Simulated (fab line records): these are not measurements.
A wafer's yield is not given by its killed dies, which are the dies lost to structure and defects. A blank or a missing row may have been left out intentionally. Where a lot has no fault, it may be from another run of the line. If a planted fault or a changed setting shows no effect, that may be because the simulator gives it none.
Which tool did it?	flow nand harc	Sampling: 24 lots, 72 wafers, 6 of 1302 route steps

## WHAT EACH GAUGE READ, for each wafer
NHARC_P_BONDPAD_THK_MEAS_20: measures by xrf. Usual: thk nm 160.9 nm, standard deviation 1.7.
lot	measured	on	thk nm (nm)	flag
L074	day 6 18:04	film metro-02	161.9 162.3 158.4	
L075	day 7 05:28	film metro-02	163.3 160.8 162.0	
L076	day 7 17:25	film metro-01	159.7 159.3 160.3	
L077	day 7 20:17	film metro-01	160.5 159.1 159.9	
L079	day 8 19:59	film metro-02	162.6 159.2 162.0	
L078	day 8 21:31	film metro-02	162.8 163.6 162.1	
L080	day 9 16:20	film metro-01	159.9 163.8 161.8	
L081	day 10 00:50	film metro-02	163.3 159.9 161.0	
L082	day 10 01:39	film metro-01	158.7 161.8 160.3	
L083	day 10 12:49	film metro-02	162.3 163.7 161.3	
L084	day 10 21:01	film metro-01	157.7 158.3 156.9	
L086	day 11 12:03	film metro-02	159.7 163.9 162.7	
L085	day 11 17:25	film metro-01	159.3 160.2 161.7	
L087	day 12 09:34	film metro-01	158.9 157.2 156.2	
L089	day 12 19:16	film metro-01	158.9 161.4 160.3	
L088	day 12 20:41	film metro-02	161.4 161.3 161.8	
L090	day 13 16:11	film metro-01	161.3 162.9 159.9	
L091	day 13 17:38	film metro-01	159.1 158.8 160.0	
L092	day 14 05:10	film metro-02	159.9 162.4 159.7	
L093	day 14 12:38	film metro-02	163.9 160.5 160.4	
L094	day 15 09:29	film metro-02	162.0 163.9 160.1	
L095	day 15 11:05	film metro-02	162.8 162.9 161.8	
L096	day 16 01:36	film metro-02	163.7 158.9 162.7	
L097	day 16 10:43	film metro-01	162.8 163.0 162.6	

## EACH LOT AND THE TOOL THAT RAN IT (in order: tool; ch and the chambers of the sampled wafers; start)
lot	NHARC_P_M1_DESCUM_14	NHARC_P_M2_ETCH_35	NHARC_P_BONDPAD_PRE_CLEAN_26	NHARC_P_BONDPAD_ANNEAL_28	NHARC_P_BONDPAD_CMP_19
L074	rie diel-07 ch 1,2,3, day 6 06:59	rie diel-01 ch 0,1, day 6 11:12	pvd sputter-02, day 6 17:27 or earlier	rtp anneal-02 ch 0, day 6 17:27	cmp-03 ch 0,3, day 6 17:44
L075	rie diel-07 ch 0,1,3, day 6 17:29	rie diel-01 ch 0,1,2, day 6 22:15	pvd sputter-01, day 7 04:47 or earlier	rtp anneal-02 ch 0, day 7 04:47	cmp-03 ch 0,2,3, day 7 05:10
L076	rie diel-08 ch 1,2,3, day 7 06:21	rie diel-04 ch 0,1,3, day 7 10:29	pvd sputter-03, day 7 16:45 or earlier	rtp anneal-01 ch 0, day 7 16:45	cmp-02 ch 0,1,3, day 7 17:05
L077	rie diel-08 ch 0,3, day 7 09:10	rie diel-01 ch 1,2,3, day 7 13:19	pvd sputter-01, day 7 19:38 or earlier	rtp anneal-01 ch 0, day 7 19:38	cmp-02 ch 0,1,2, day 7 20:00
L079	rie diel-07 ch 0,1, day 8 08:17	rie diel-01 ch 0,1, day 8 13:17	pvd sputter-03, day 8 19:22 or earlier	rtp anneal-02 ch 0, day 8 19:22	cmp-03 ch 1,2,3, day 8 19:43
L078	rie diel-07 ch 2,3, day 8 10:20	rie diel-09 ch 0,2,3, day 8 14:40	pvd sputter-03, day 8 20:51 or earlier	rtp anneal-02 ch 0, day 8 20:51	cmp-03 ch 2,3, day 8 21:14
L080	rie diel-11 ch 0,1, day 9 02:20	rie diel-04 ch 1,2,3, day 9 09:37	pvd sputter-03, day 9 15:41 or earlier	rtp anneal-02 ch 0, day 9 15:41	cmp-02 ch 0,2,3, day 9 16:01
L081	rie diel-07 ch 0,1,3, day 9 13:51	rie diel-09 ch 0,1,3, day 9 18:03	pvd sputter-03, day 10 00:10 or earlier	rtp anneal-02 ch 0, day 10 00:10	cmp-01 ch 1,2,3, day 10 00:31
L082	rie diel-11 ch 0,2,3, day 9 14:41	rie diel-09 ch 0,1,3, day 9 18:49	pvd sputter-02, day 10 01:02 or earlier	rtp anneal-01 ch 0, day 10 01:02	cmp-01 ch 0,2, day 10 01:19
L083	rie diel-07 ch 0,1,3, day 10 01:05	rie diel-09 ch 0,1, day 10 05:24	pvd sputter-02, day 10 12:11 or earlier	rtp anneal-01 ch 0, day 10 12:11	cmp-03 ch 2,3, day 10 12:29
L084	rie diel-08 ch 0,1,3, day 10 09:47	rie diel-01 ch 2,3, day 10 14:07	pvd sputter-02, day 10 20:22 or earlier	rtp anneal-02 ch 0, day 10 20:22	cmp-02 ch 1,3, day 10 20:44
L086	rie diel-07 ch 0,1,3, day 11 00:11	rie diel-01 ch 0,1,2, day 11 04:29	pvd sputter-03, day 11 11:32 or earlier	rtp anneal-02 ch 0, day 11 11:32	cmp-03 ch 0,1, day 11 11:45
L085	rie diel-08 ch 1,2,3, day 11 06:17	rie diel-09 ch 0,1,2, day 11 10:36	pvd sputter-03, day 11 16:45 or earlier	rtp anneal-01 ch 0, day 11 16:45	cmp-03 ch 1,3, day 11 17:06
L087	rie diel-07 ch 0,1, day 11 22:08	rie diel-04 ch 0,2, day 12 02:30	pvd sputter-01, day 12 08:53 or earlier	rtp anneal-02 ch 0, day 12 08:53	cmp-02 ch 0,1, day 12 09:14
L089	rie diel-08 ch 0,1,2, day 12 07:55	rie diel-09 ch 1,2,3, day 12 12:08	pvd sputter-03, day 12 18:42 or earlier	rtp anneal-01 ch 0, day 12 18:42	cmp-02 ch 0,2,3, day 12 19:00
L088	rie diel-08 ch 0,1, day 12 09:02	rie diel-09 ch 0,1,3, day 12 13:59	pvd sputter-03, day 12 20:01 or earlier	rtp anneal-02 ch 0, day 12 20:01	cmp-03 ch 1,3, day 12 20:23
L090	rie diel-07 ch 0,2, day 13 05:01	rie diel-09 ch 2,3, day 13 09:20	pvd sputter-02, day 13 15:31 or earlier	rtp anneal-02 ch 0, day 13 15:31	cmp-03 ch 0,1,2, day 13 15:52
L091	rie diel-08 ch 0,2,3, day 13 06:23	rie diel-04 ch 0,1,3, day 13 10:46	pvd sputter-03, day 13 16:58 or earlier	rtp anneal-01 ch 0, day 13 16:58	cmp-01 ch 1,2, day 13 17:20
L092	rie diel-08 ch 0,2, day 13 17:37	rie diel-09 ch 0,1,3, day 13 21:51	pvd sputter-02, day 14 04:36 or earlier	rtp anneal-01 ch 0, day 14 04:36	cmp-03 ch 0,1, day 14 04:50
L093	rie diel-08 ch 0,1,3, day 14 01:25	rie diel-01 ch 0,2, day 14 05:41	pvd sputter-02, day 14 11:58 or earlier	rtp anneal-01 ch 0, day 14 11:58	cmp-01 ch 0,1,2, day 14 12:22
L094	rie diel-07 ch 0,1,3, day 14 22:07	rie diel-09 ch 0,1,2, day 15 02:21	pvd sputter-02, day 15 08:50 or earlier	rtp anneal-01 ch 0, day 15 08:50	cmp-02 ch 0,2,3, day 15 09:10
L095	rie diel-07 ch 0,2,3, day 14 23:54	rie diel-09 ch 0,3, day 15 04:10	pvd sputter-03, day 15 10:25 or earlier	rtp anneal-02 ch 0, day 15 10:25	cmp-03 ch 0,3, day 15 10:47
L096	rie diel-07 ch 1,3, day 15 14:20	rie diel-01 ch 0,1,2, day 15 18:37	pvd sputter-01, day 16 00:59 or earlier	rtp anneal-01 ch 0, day 16 00:59	cmp-02 ch 0,2,3, day 16 01:17
L097	rie diel-07 ch 0,1,3, day 15 23:35	rie diel-09 ch 1,2, day 16 03:48	pvd sputter-02, day 16 10:05 or earlier	rtp anneal-01 ch 0, day 16 10:05	cmp-02 ch 0,2, day 16 10:25
- NHARC_P_M1_DESCUM_14: chemistry O2, time 3 s.
- NHARC_P_M2_ETCH_35: etches the open film in N2/H2, target depth 40 nm, overetch 12 nm, time 43.94 s.
- NHARC_P_BONDPAD_PRE_CLEAN_26: time 30 s.
- NHARC_P_BONDPAD_ANNEAL_28: time 90 s.
- NHARC_P_BONDPAD_CMP_19: polishes, t overpolish 30 s, cu recess touch 16 s, target thk 160.81 nm.

## AS READ BY THE TOOLS THEMSELVES (means over the sampled wafers that have a number; for cases with no such wafer, the mark the record gives instead)
NHARC_P_M1_DESCUM_14. Usual: drypump motor current A 5.8 A, standard deviation 0.49; oes product au 0.997 a.u., standard deviation 0.01; rf vpp V 57.7 V, standard deviation 0.87; showerhead plenum p Torr 1.92 Torr, standard deviation 0.11; throttle valve pct 11.312 %, standard deviation 0.01.
lot	tool	drypump motor current A (A)	oes product au (a.u.)	rf vpp V (V)	showerhead plenum p Torr (Torr)	throttle valve pct (%)	flag
L074	rie diel-07	5.8	1.001	57.4	1.93	11.312	
L075	rie diel-07	5.7	0.997	57.4	1.89	11.313	
L076	rie diel-08	5.8	1.005	57.4	1.91	11.311	
L077	rie diel-08	5.9	0.990	58.0	1.86	11.305	
L079	rie diel-07	5.7	1.000	57.6	1.89	11.305	
L078	rie diel-07	5.4	1.004	57.4	1.83	11.316	
L080	rie diel-11	5.7	1.004	57.9	1.90	11.304	
L081	rie diel-07	5.7	0.994	57.8	1.88	11.307	
L082	rie diel-11	6.0	0.998	57.5	1.85	11.313	
L083	rie diel-07	5.7	1.000	57.1	1.88	11.313	
L084	rie diel-08	5.5	0.995	57.5	1.94	11.319	
L086	rie diel-07	5.7	0.989	57.3	1.88	11.314	
L085	rie diel-08	5.8	0.998	57.2	1.91	11.312	
L087	rie diel-07	5.8	1.006	57.9	1.89	11.319	
L089	rie diel-08	5.7	0.999	57.7	1.98	11.311	
L088	rie diel-08	5.4	1.002	58.4	2.02	11.307	
L090	rie diel-07	5.5	1.002	57.2	1.85	11.319	
L091	rie diel-08	6.1	0.992	57.8	1.90	11.315	
L092	rie diel-08	6.2	0.991	57.6	1.94	11.320	
L093	rie diel-08	5.5	1.002	58.7	1.94	11.310	
L094	rie diel-07	5.7	0.992	57.5	1.88	11.312	
L095	rie diel-07	5.4	0.993	57.2	1.84	11.311	
L096	rie diel-07	5.6	1.000	57.2	1.87	11.300	
L097	rie diel-07	5.7	0.990	57.0	1.88	11.310	

NHARC_P_M2_ETCH_35. Usual: drypump motor current A 5.6 A, standard deviation 0.46; n2 flow sccm 150.0 sccm, standard deviation 0.43; oes product au 0.999 a.u., standard deviation 0.01; rf vpp V 429.7 V, standard deviation 2.4; showerhead plenum p Torr 2.01 Torr, standard deviation 0.083; throttle valve pct 14.172 %, standard deviation 0.01.
lot	tool	drypump motor current A (A)	n2 flow sccm (sccm)	oes product au (a.u.)	rf vpp V (V)	showerhead plenum p Torr (Torr)	throttle valve pct (%)	flag
L074	rie diel-01	5.8	150.3	0.992	429.3	1.99	14.168	
L075	rie diel-01	5.7	150.0	0.997	430.4	2.01	14.167	
L076	rie diel-04	5.6	150.3	1.006	429.6	2.01	14.174	
L077	rie diel-01	6.0	149.6	1.001	431.8	2.08	14.169	
L079	rie diel-01	5.8	149.9	1.011	429.2	1.99	14.168	
L078	rie diel-09	5.5	149.9	1.000	429.4	2.02	14.163	
L080	rie diel-04	5.4	150.2	0.992	428.0	1.94	14.181	
L081	rie diel-09	5.5	149.7	0.983	429.8	2.01	14.172	
L082	rie diel-09	5.4	150.5	0.990	429.4	2.01	14.170	
L083	rie diel-09	5.5	149.8	0.987	430.4	2.05	14.181	
L084	rie diel-01	5.8	149.9	1.012	430.3	2.05	14.178	
L086	rie diel-01	5.7	149.9	1.003	429.6	2.01	14.172	
L085	rie diel-09	5.3	149.6	1.000	429.0	1.99	14.168	
L087	rie diel-04	5.7	149.9	1.010	431.8	2.08	14.166	
L089	rie diel-09	5.2	150.1	1.007	427.0	1.95	14.169	
L088	rie diel-09	5.5	150.1	0.990	430.4	2.01	14.174	
L090	rie diel-09	5.3	149.7	0.993	428.5	1.96	14.170	
L091	rie diel-04	5.6	150.0	0.995	430.0	2.01	14.164	
L092	rie diel-09	5.5	150.0	0.994	430.0	2.01	14.174	
L093	rie diel-01	5.6	150.2	0.997	428.9	1.96	14.171	
L094	rie diel-09	5.2	150.1	1.007	429.5	1.99	14.169	
L095	rie diel-09	5.7	150.0	0.998	429.8	2.03	14.184	
L096	rie diel-01	5.7	149.7	1.008	429.6	2.01	14.179	
L097	rie diel-09	4.9	150.2	1.005	426.6	1.93	14.159	

NHARC_P_BONDPAD_PRE_CLEAN_26. Usual: heater power w 428 W, standard deviation 56.
lot	tool	heater power w (W)	flag
L074	pvd sputter-02	463	
L075	pvd sputter-01	364	
L076	pvd sputter-03	453	
L077	pvd sputter-01	351	
L079	pvd sputter-03	462	
L078	pvd sputter-03	426	
L080	pvd sputter-03	454	
L081	pvd sputter-03	416	
L082	pvd sputter-02	416	
L083	pvd sputter-02	461	
L084	pvd sputter-02	419	
L086	pvd sputter-03	424	
L085	pvd sputter-03	437	
L087	pvd sputter-01	358	
L089	pvd sputter-03	460	
L088	pvd sputter-03	468	
L090	pvd sputter-02	406	
L091	pvd sputter-03	446	
L092	pvd sputter-02	452	
L093	pvd sputter-02	399	
L094	pvd sputter-02	405	
L095	pvd sputter-03	460	
L096	pvd sputter-01	375	
L097	pvd sputter-02	447	

NHARC_P_BONDPAD_ANNEAL_28. Usual: wafer_temp_C_max 225.95, standard deviation 0.26.
lot	tool	wafer_temp_C_max	flag
L074	rtp anneal-02	225.95	
L075	rtp anneal-02	225.82	
L076	rtp anneal-01	225.89	
L077	rtp anneal-01	226.18	
L079	rtp anneal-02	225.96	
L078	rtp anneal-02	225.93	
L080	rtp anneal-02	226.07	
L081	rtp anneal-02	225.90	
L082	rtp anneal-01	226.23	
L083	rtp anneal-01	226.20	
L084	rtp anneal-02	225.60	
L086	rtp anneal-02	225.67	
L085	rtp anneal-01	226.08	
L087	rtp anneal-02	225.76	
L089	rtp anneal-01	225.63	
L088	rtp anneal-02	225.92	
L090	rtp anneal-02	225.82	
L091	rtp anneal-01	226.09	
L092	rtp anneal-01	226.06	
L093	rtp anneal-01	225.94	
L094	rtp anneal-01	226.23	
L095	rtp anneal-02	226.11	
L096	rtp anneal-01	225.99	
L097	rtp anneal-01	225.68	

NHARC_P_BONDPAD_CMP_19. Usual: motor current A 11.6 A, standard deviation 1.2; overpolish run s 30.000 s, standard deviation 0.0088; retaining ring pressure frac 0.999, standard deviation 0.0051; slurry filter dp kPa 13.53 kPa, standard deviation 0.13.
lot	tool	motor current A (A)	overpolish run s (s)	retaining ring pressure frac	slurry filter dp kPa (kPa)	flag
L074	cmp-03	11.8	30.007	1.006	13.48	
L075	cmp-03	11.3	30.001	0.997	13.54	
L076	cmp-02	12.4	30.006	1.003	13.63	
L077	cmp-02	12.4	29.999	0.997	13.47	
L079	cmp-03	11.1	30.004	0.996	13.51	
L078	cmp-03	11.0	29.997	1.005	13.66	
L080	cmp-02	11.8	30.008	0.998	13.54	
L081	cmp-01	11.5	30.003	0.997	13.73	
L082	cmp-01	10.6	30.003	1.003	13.51	
L083	cmp-03	11.5	29.993	1.000	13.49	
L084	cmp-02	12.4	30.006	0.999	13.40	
L086	cmp-03	10.6	30.004	0.996	13.53	
L085	cmp-03	11.1	29.997	0.997	13.56	
L087	cmp-02	13.3	30.007	1.000	13.55	
L089	cmp-02	12.0	29.998	1.001	13.51	
L088	cmp-03	11.3	29.998	1.001	13.51	
L090	cmp-03	11.0	29.999	0.999	13.46	
L091	cmp-01	12.6	30.001	0.992	13.62	
L092	cmp-03	10.3	30.001	1.000	13.55	
L093	cmp-01	11.2	30.001	1.004	13.49	
L094	cmp-02	12.1	30.004	1.000	13.56	
L095	cmp-03	11.8	29.998	0.996	13.62	
L096	cmp-02	11.7	29.999	0.999	13.58	
L097	cmp-02	11.9	29.997	1.002	13.43	

## THE ANSWER, worked out from the rows above alone
Rule: take the mean of a lot's wafers that have a number; if it is more than 3 standard deviations from the usual mean, the lot is off. Also off: a lot with no number at a reading for which 4 or more lots have one. All remaining lots with rows at the step are treated as sound. After the gauges, taken in route order, come the tools' own readings; for these a lot's mean is taken, as printed above. The first step at which some lot is off is used, and at that step the reading that is off furthest; a lot without a number counts as furthest.
No lot is off on any of the readings shown, so nothing can be concluded from this.

## WHAT HAD BEEN PUT IN BY THE SIMULATOR
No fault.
